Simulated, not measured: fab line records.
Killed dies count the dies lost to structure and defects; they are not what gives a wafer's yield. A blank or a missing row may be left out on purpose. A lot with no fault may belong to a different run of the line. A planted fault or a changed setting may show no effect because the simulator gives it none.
Chamber matching || flow nand harc || NHARC_P_GATE_DEP_103 on pecvd-01 has 3 sister chambers
The step deposits SiON, target thk 30 nm. 14 wafers are shown with their chamber, then 7 later ones without.

== WAFERS WITH THEIR CHAMBER ==
{"wafer": "L574.1", "chamber": 1, "heater power w (W)": 847, "rf fwd power W (W)": 349.2}
{"wafer": "L574.2", "chamber": 0, "heater power w (W)": 658, "rf fwd power W (W)": 349.0}
{"wafer": "L574.4", "chamber": 0, "heater power w (W)": 679, "rf fwd power W (W)": 348.8}
{"wafer": "L579.2", "chamber": 1, "heater power w (W)": 966, "rf fwd power W (W)": 348.6}
{"wafer": "L579.5", "chamber": 0, "heater power w (W)": 640, "rf fwd power W (W)": 349.9}
{"wafer": "L579.6", "chamber": 1, "heater power w (W)": 979, "rf fwd power W (W)": 347.7}
{"wafer": "L580.3", "chamber": 1, "heater power w (W)": 865, "rf fwd power W (W)": 349.9}
{"wafer": "L580.4", "chamber": 0, "heater power w (W)": 661, "rf fwd power W (W)": 348.2}
{"wafer": "L580.5", "chamber": 2, "heater power w (W)": 680, "rf fwd power W (W)": 347.9}
{"wafer": "L584.2", "chamber": 1, "heater power w (W)": 936, "rf fwd power W (W)": 347.1}
{"wafer": "L584.5", "chamber": 1, "heater power w (W)": 935, "rf fwd power W (W)": 348.9}
{"wafer": "L584.6", "chamber": 0, "heater power w (W)": 688, "rf fwd power W (W)": 349.7}
{"wafer": "L589.3", "chamber": 0, "heater power w (W)": 723, "rf fwd power W (W)": 349.6}
{"wafer": "L589.4", "chamber": 1, "heater power w (W)": 952, "rf fwd power W (W)": 347.2}

SIGNATURES, as means of the wafers listed above
{"reading": "heater power w", "chamber 0": 674.83, "chamber 1": 925.71, "chamber 2": 680.00, "scatter within a chamber": 42}
{"reading": "rf fwd power W", "chamber 0": 349.200, "chamber 1": 348.371, "chamber 2": 347.900, "scatter within a chamber": 0.899}
Rule: a wafer lies at a distance from a chamber equal to the root of the sum of squares, over the readings, of (its reading less the chamber's mean, divided by the reading's scatter). If the next closest chamber is less than 2 further off than the closest, the wafer can't be placed; otherwise it belongs to the closest. The scatter: the root of (the sum of the squares of (reading less its chamber's mean) over the shown wafers, divided by (wafers less chambers)).

== WAFERS WHOSE CHAMBER IS MISSING ==
{"wafer": "L589.6", "heater power w (W)": 722, "rf fwd power W (W)": 350.7}
{"wafer": "L590.1", "heater power w (W)": 666, "rf fwd power W (W)": 347.0}
{"wafer": "L590.2", "heater power w (W)": 936, "rf fwd power W (W)": 351.0}
{"wafer": "L590.6", "heater power w (W)": 946, "rf fwd power W (W)": 349.7}
{"wafer": "L593.2", "heater power w (W)": 625, "rf fwd power W (W)": 348.5}
{"wafer": "L593.3", "heater power w (W)": 679, "rf fwd power W (W)": 347.1}
{"wafer": "L593.4", "heater power w (W)": 646, "rf fwd power W (W)": 347.7}

== EACH ONE'S CHAMBER ==
{"wafer": "L589.6", "from the rows above": "can't be placed: 0 or 2", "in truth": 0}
{"wafer": "L590.1", "from the rows above": "can't be placed: 2 or 0", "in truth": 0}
{"wafer": "L590.2", "from the rows above": 1, "in truth": 1}
{"wafer": "L590.6", "from the rows above": 1, "in truth": 1}
{"wafer": "L593.2", "from the rows above": "can't be placed: 0 or 2", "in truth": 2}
{"wafer": "L593.3", "from the rows above": "can't be placed: 2 or 0", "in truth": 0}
{"wafer": "L593.4", "from the rows above": "can't be placed: 2 or 0", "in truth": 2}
Placed correctly: 2 of 7. Can't be placed from these rows: 5 (the true chamber is among the candidates in 5). Number placed wrongly: 0.
